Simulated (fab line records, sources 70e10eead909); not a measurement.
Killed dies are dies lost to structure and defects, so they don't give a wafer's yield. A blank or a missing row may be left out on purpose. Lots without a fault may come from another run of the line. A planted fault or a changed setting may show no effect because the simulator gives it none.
Problem report in the 8D (eight disciplines) form, filled by code | flow nand_harc | the parts of the form that need people (team, actions taken, sign-off) are left out

1. THE PROBLEM
cd_nm at NHARC_P_CONTACT_CD_MEAS_12 reads a mean of 80.7 nm on 2 wafers of 2 lots; wafers without a fault read 89.7 nm with a standard deviation of 0.7. That is -13 standard deviations from the usual mean.
The step: target cd 90 nm.
First seen on wafer L645.3, day 10 02:05, on cd_sem-02. The record holds 35 wafers of 13 lots with a number at this step. Rule for "out", or "out of limits": more than 4 standard deviations from the usual mean. The other wafers with a number count as sound.

2. WHAT IT IS AND WHAT IT IS NOT
question                    | is                     | is not
which readings at this step | cd_nm                  | -
which lots                  | L644, L645             | L627, L630, L632, L633, L634, L636, L639, L642, L646, L647, L649
which wafers of those lots  | all that have a number | -
read on which gauges        | cd_sem-02, cd_sem-03   | cd_sem-01
when                        | from day 10 02:05      | up to then (24 sound wafers); but 9 sound wafers of L646, L647, L649 came after

3. SUSPECTS, AND WHAT RULES EACH OUT
Counting: a tool at a process step up to the reading stays a suspect if it ran every lot that is out and no sound lot after the first of them.
- the gauge at NHARC_P_CONTACT_CD_MEAS_12: ruled out. The wafers that are out were read on 2 gauges (cd_sem-02, cd_sem-03).
- plasma_asher-01 at NHARC_P_GATE_STRIP_112 (strips in N2/H2, time 200 s): ruled out as a lasting fault. Sound lots L646 ran on it after its first lot that is out, L645 (day 9 20:05).
- litho_track-06 at NHARC_P_CONTACT_PEB_10 (peb time 65 s): kept. It ran every lot that is out, first L645 (day 10 02:01), and no sound lot after that; its last sound lot up to then is L642 (day 9 05:59). Its own readings are out on those wafers: heater_power_total_W.
Left after counting: litho_track-06 at NHARC_P_CONTACT_PEB_10.

4. THE CAUSE (what the simulator had put in)
Process parameter drift: litho_track-06, from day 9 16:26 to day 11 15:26, at NHARC_P_CONTACT_PEB_10. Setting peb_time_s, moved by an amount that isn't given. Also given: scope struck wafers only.
Counting left only this tool.

5. THE CHAIN OF EFFECTS, in route order
Each row: a reading whose mean over the struck wafers that have a number lies more than 3 standard deviations from the usual. Only readings for which the record gives a usual standard deviation are gone through. hours: the time from each lot's start at the first step in this table that gives one to its start at this step, as a median over the lots. sigmas: the change in usual standard deviations.
hours | step                       | reading              | usual   | on struck wafers | change | sigmas
0     | NHARC_P_CONTACT_PEB_10     | heater_power_total_W | 156.6 W | 179.4            | +22.8  | +57
0     | NHARC_P_CONTACT_CD_MEAS_12 | cd_nm                | 89.7 nm | 80.7             | -9.0   | -13
4     | NHARC_P_CONTACT_CD_MEAS_19 | cd_nm                | 89.0 nm | 79.3             | -9.7   | -5.1
368   | NHARC_END_SORT_01          | killed_at_periphery  | 3.0     | 11.5             | +8.5   | +4.0
The process steps in it:
- NHARC_P_CONTACT_PEB_10: peb time 65 s.

6. WHAT WOULD HAVE CAUGHT IT SOONER
In this record the first reading out of limits at a measuring or inspecting step was taken at day 10 02:05, 10 hours after the fault began at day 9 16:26.
The tool's own readings at NHARC_P_CONTACT_PEB_10 were out on every struck wafer that the step has a row for (heater_power_total_W): an alarm limit on them would have fired on the first of those.
Of the lots that are out (2), L644 began NHARC_P_CONTACT_PEB_10 on litho_track-06 after day 10 02:05. A hold on the tool at that time would have spared it.
